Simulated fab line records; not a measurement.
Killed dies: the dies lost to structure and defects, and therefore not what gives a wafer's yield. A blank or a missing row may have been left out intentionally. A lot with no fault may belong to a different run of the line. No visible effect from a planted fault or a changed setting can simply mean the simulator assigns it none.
Lot-split experiment    flow n5_finfet    39 wafers read across 7 lots, on a route 1938 steps long

## THE SPLIT
At N5_SD_EPI_P_ETCHBACK_46 (etches SiNx in CH3F/O2, stops on SiO2, target depth 17.5 nm), the setting target_depth_a was moved away from the recipe's 175 angstrom on 9 of the 39 wafers read, by +27.7% to +53.7%. This setting was run at the recipe's value on the other wafers.

Reading taken at the split's own step.

## THE READING
SiARC_of_SD_EPI_P_COAT_35.thk_nm (the simulator's own value, which no gauge read), in nm, at N5_SD_EPI_P_ETCHBACK_46 (etches SiNx in CH3F/O2, stops on SiO2, target depth 17.5 nm). No usual value for it is given in the file. The 30 wafers here that ran the recipe average 15.4 nm, standard deviation 0.4 nm.

wafer   tool, chamber at the split  target_depth_a as run, angstrom  against the recipe  SiARC_of_SD_EPI_P_COAT_35.thk_nm, nm  against lot-mates on the recipe
L078.1  rie_diel-01, 3              254.1                            +45.2%              12.2                                  -3.5
L078.2  rie_diel-01, 2,0            175                              recipe              15.8                                  -
L078.6  rie_diel-01, 2,0            175                              recipe              15.8                                  -
L078.3  rie_diel-01, 0              175                              recipe              15.6                                  -
L078.4  rie_diel-01, 3              254.1                            +45.2%              12.4                                  -3.3
L078.5  rie_diel-01, 2              254.1                            +45.2%              13.6                                  -2.1
L081.1  rie_diel-02, 2              175                              recipe              15.2                                  -
L081.6  rie_diel-02, 2              175                              recipe              15.2                                  -
L081.2  rie_diel-02, 3              175                              recipe              15.4                                  -
L081.3  rie_diel-02, 1,0,1          175                              recipe              15.8                                  -
L081.4  rie_diel-02, 1,0,1          175                              recipe              15.8                                  -
L081.5  rie_diel-02, 1,0,1          175                              recipe              15.8                                  -
L088.3  rie_diel-01, 2,2,3          175                              recipe              14.8                                  -
L088.5  rie_diel-01, 2,2,3          175                              recipe              14.8                                  -
L088.6  rie_diel-01, 2,2,3          175                              recipe              14.8                                  -
L089.1  rie_diel-03, 0,3,0          175                              recipe              15.4                                  -
L089.4  rie_diel-03, 0,3,0          175                              recipe              15.4                                  -
L089.5  rie_diel-03, 0,3,0          175                              recipe              15.4                                  -
L089.2  rie_diel-03, 1              175                              recipe              15.6                                  -
L089.3  rie_diel-03, 2,3            175                              recipe              15.2                                  -
L089.6  rie_diel-03, 2,3            175                              recipe              15.2                                  -
L090.1  rie_diel-02, 3,0            175                              recipe              15.4                                  -
L090.3  rie_diel-02, 3,0            175                              recipe              15.4                                  -
L090.2  rie_diel-02, 1              175                              recipe              15.8                                  -
L090.4  rie_diel-02, 2              175                              recipe              15                                    -
L090.5  rie_diel-02, 1,0            175                              recipe              15.6                                  -
L090.6  rie_diel-02, 1,0            175                              recipe              15.6                                  -
L096.1  rie_diel-01, 2              269                              +53.7%              12.6                                  -2.7
L096.2  rie_diel-01, 0              269                              +53.7%              13.8                                  -1.5
L096.3  rie_diel-01, 3              175                              recipe              15                                    -
L096.4  rie_diel-01, 0              175                              recipe              16.2                                  -
L096.5  rie_diel-01, 3              175                              recipe              14.8                                  -
L096.6  rie_diel-01, 2              269                              +53.7%              12.4                                  -2.9
L097.1  rie_diel-01, 0              223.5                            +27.7%              14.6                                  -0.6
L097.2  rie_diel-01, 2,3            223.5                            +27.7%              13.4                                  -1.8
L097.3  rie_diel-01, 2,3            223.5                            +27.7%              13.4                                  -1.8
L097.4  rie_diel-01, 2,3            175                              recipe              14.8                                  -
L097.5  rie_diel-01, 2,3            175                              recipe              14.8                                  -
L097.6  rie_diel-01, 0              175                              recipe              16                                    -
The file does not say which wafer passed through which chamber wherever a row lists several chambers: such a row stands for several wafers.

THE FIT
A straight line over all 39 wafers: SiARC_of_SD_EPI_P_COAT_35.thk_nm changes by -0.0515 nm for each +1% of target_depth_a; r = -0.90; the points scatter about the line by 0.48 nm.
The same after taking each lot's own level away (the mean of its wafers on the recipe; 39 wafers): -0.0531 nm for each +1%; r = -0.91; scatter 0.47 nm.
On that fit, the largest move of target_depth_a shifts the reading by 2.9 nm.
Measured against the standard deviation above, the lots' own levels, which go from 14.80 to 15.73 nm, span 2.3 times it.
So the lot-to-lot level changes the slope little: the two slopes agree.
Check: for one of the wafers moved furthest among these (+53.7%), held out of the fit, the line's prediction against its lot-mates is -2.88 nm. Against them it came out at -2.73 nm.

## THESE WAFERS: OTHER SPLITS
Note: prior to the reading, these wafers also went through further splits. Each is held against what the fit with the lots' levels taken away leaves over:
other split on the same wafers           wafers away from the commonest value  r with SiARC_of_SD_EPI_P_COAT_35.thk_nm (lot level and that fit taken away)
N5_ZERO_LAYER_DEVELOP_10 develop_time_s  12                                    -0.16
N5_FIN_SAQP_HM_DEP_03 target_thk_a       15                                    -0.17

## FILE'S OWN FIT
SiARC_of_SD_EPI_P_COAT_35.thk_nm changes by -0.0532 nm for each +1% of target_depth_a, r = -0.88.
